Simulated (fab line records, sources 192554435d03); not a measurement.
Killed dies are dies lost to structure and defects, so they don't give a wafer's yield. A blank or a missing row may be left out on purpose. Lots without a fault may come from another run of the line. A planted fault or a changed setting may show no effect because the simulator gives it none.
A struck lot beside a sound one | flow n5_finfet | 42 steps out of a route of 1938
Sound: wafers L290.1, L290.2, L290.4. Struck: wafer L292.6. The cause comes at the end.
At each step with rows: each side's tool, then ch and its chambers, then its first start. Under that, the readings that differ: sound wafers | struck wafers | difference of the means | sigmas: that difference in standard deviations of wafers without a fault.
alike: readings whose means differ by less than 2 such deviations, and words and numbers that are the same on both sides. not compared: withheld readings, readings that some wafer has no value for, bounds like >300 that may hide the same value, and numbers for which the record gives no deviation and whose values overlap.
The two part at a step that has a row with sigmas, a row that says differs or no value, or rows on one side only. Numbers that don't overlap but have no deviation are shown without sigmas and don't part them. A reading that every wafer of one side lacks parts them only if that side has two wafers or more.

first, 3 steps without rows for these wafers: N5_BEOL_M10_ECD_50 (material Cu, target thk 318 nm); N5_BEOL_M10_ANNEAL_51 (time 90 s); N5_BEOL_M10_CMP_52 (polishes, stops on SiCOH lowk, t overpolish 7 s, target thk 140 nm).
N5_BEOL_M10_THK_MEAS_53: measures by xrf.
  sound on film_metro-01, day 11 04:45; struck on film_metro-02, day 12 11:32
  alike: M10_THK
then, 1 step without rows for these wafers: N5_BEOL_M10_PRE_CLEAN_55 (time 15 s).
N5_BEOL_M10_DEP_56: deposits SiCN from 3MS/NH3, target thk 15 nm, time 26.5 s.
  sound on pecvd-01 ch 0,1,2, day 11 04:49; struck on pecvd-02 ch 2, day 12 11:37
  alike: rf_fwd_power_W, showerhead_plenum_p_Torr, throttle_valve_pct
N5_BEOL_M10_RS_MEAS_57: measures by four-point-probe.
  sound on film_metro-02, day 11 04:53; struck on film_metro-02, day 12 11:40
  alike: M10_RS
N5_BEOL_M10_INSPECT_58: inspects for defects (darkfield).
  sound on defect_inspect-01, day 11 04:55; struck on defect_inspect-01, day 12 11:41
  alike: raw_defect_count
then, 1 step without rows for these wafers: N5_BEOL_M11_ILD_DEP_00 (deposits SiCOH lowk from DEMS/porogen, target thk 308.51 nm, time 58 s).
N5_BEOL_M11_CURE_71: cures SiCOH lowk, time 240 s.
  sound on uv_cure-02 ch 2, day 11 05:02; struck on uv_cure-02 ch 1, day 12 12:41
  alike: lamp_power_pct, wafer_temp_C_max
N5_BEOL_M11_THK_MEAS_01:
  sound on film_metro-01, day 11 05:32; struck on film_metro-01, day 12 12:53
  alike: M11_ILD_THK
then, 1 step without rows for these wafers: N5_BEOL_M11_PECVD_70 (deposits SiO2 from TEOS/O2, target thk 20 nm, time 22.7 s).
N5_BEOL_M11_HM_DEP_02: deposits TiN, target thk 20 nm.
  sound on pvd_sputter-01, day 11 05:59; struck on pvd_sputter-01, day 12 13:12
  alike: susceptor_temp_C, throttle_valve_pct
then, 8 steps without rows for these wafers: N5_BEOL_M11_COAT_59 (time 60 s, resist thk 100 nm); N5_BEOL_M11_COAT_60 (time 60 s, resist thk 30 nm); N5_BEOL_M11_COAT_05 (resist thk 90 nm); N5_BEOL_M11_EBR_07; N5_BEOL_M11_SOFTBAKE_06 (time 60 s); N5_BEOL_M11_EXPOSE_08 (exposes mask M11); N5_BEOL_M11_PEB_09 (peb time 60 s); N5_BEOL_M11_DEVELOP_10 (develop time 30 s).
N5_BEOL_M11_CD_MEAS_11: target cd 64.1 nm.
  sound on cd_sem-03 ch 0, day 11 06:28; struck on cd_sem-01 ch 0, day 12 13:40
  alike: cd_nm
N5_BEOL_M11_OVL_MEAS_12:
  sound on overlay-01 ch 0, day 11 06:30; struck on overlay-01 ch 0, day 12 13:41
  alike: M11_OVL
then, 1 step without rows for these wafers: N5_BEOL_M11_DESCUM_16 (chemistry O2, time 7.9 s).
N5_BEOL_M11_ETCH_61: etches SiARC in CF4, target depth 39 nm, time 65 s.
  sound on rie_diel-01 ch 0,2,3, day 11 06:36; struck on rie_diel-06 ch 1, day 12 13:48
  alike: drypump_motor_current_A, etch_rf_on_time_s, oes_product_au, rf_fwd_power_W, rf_vpp_V, showerhead_plenum_p_Torr, throttle_valve_pct
  not compared: rf_hours_counter_h
then, 2 steps without rows for these wafers: N5_BEOL_M11_ETCH_62 (etches SOC in N2/H2, target depth 110 nm, overetch 22 nm, time 165 s); N5_BEOL_M11_STRIP_68 (strips in N2/H2).
N5_BEOL_M11_STRIP_67: strips in CF4.
  sound on rie_diel-01 ch 0,2,3, day 11 06:47; struck on rie_diel-06 ch 1, day 12 13:59
  alike: drypump_motor_current_A, oes_product_au, power_w, rf_vpp_V, showerhead_plenum_p_Torr, throttle_valve_pct
  not compared: rf_hours_counter_h
N5_BEOL_M11_HM_OPEN_17: chemistry Cl2/BCl3, target TiN, target depth 20 nm, overetch 6 nm.
  sound on rie_metal-01 ch 0,1, day 11 06:50; struck on rie_metal-02 ch 1, day 12 14:04
  alike: drypump_motor_current_A, mfc_cl2_sccm, oes_product_au, rf_fwd_power_W, throttle_valve_pct
  not compared: rf_hours_counter_h
then, 1 step without rows for these wafers: N5_BEOL_M11_STRIP_19 (strips in O2).
N5_BEOL_M11_CD_MEAS_18: pitch 140 nm, target cd 70 nm.
  sound on cd_sem-01, day 11 07:02; struck on cd_sem-02, day 12 14:35
  alike: cd_nm
then, 8 steps without rows for these wafers: N5_BEOL_M11_COAT_63 (time 60 s, resist thk 100 nm); N5_BEOL_M11_COAT_64 (time 60 s, resist thk 30 nm); N5_BEOL_M11_COAT_22 (resist thk 90 nm); N5_BEOL_M11_EBR_24; N5_BEOL_M11_SOFTBAKE_23 (time 60 s); N5_BEOL_M11_EXPOSE_25 (exposes mask V10); N5_BEOL_M11_PEB_26 (peb time 60 s); N5_BEOL_M11_DEVELOP_27 (develop time 30 s).
N5_BEOL_M11_CD_MEAS_28: target cd 70 nm.
  sound on cd_sem-02 ch 0, day 11 09:46; struck on cd_sem-03 ch 0, day 12 17:34
  alike: cd_nm
N5_BEOL_M11_OVL_MEAS_29:
  sound on overlay-01 ch 0, day 11 09:48; struck on overlay-01 ch 0, day 12 17:35
  alike: V10_OVL
N5_PASSIVATION_PROBE_49:
  the record has rows for the struck wafers here (prober-01, day 14 11:08) and none for the sound ones

WHERE THEY PART
Only at N5_PASSIVATION_PROBE_49, within this record.

WHY: what the simulator had put in
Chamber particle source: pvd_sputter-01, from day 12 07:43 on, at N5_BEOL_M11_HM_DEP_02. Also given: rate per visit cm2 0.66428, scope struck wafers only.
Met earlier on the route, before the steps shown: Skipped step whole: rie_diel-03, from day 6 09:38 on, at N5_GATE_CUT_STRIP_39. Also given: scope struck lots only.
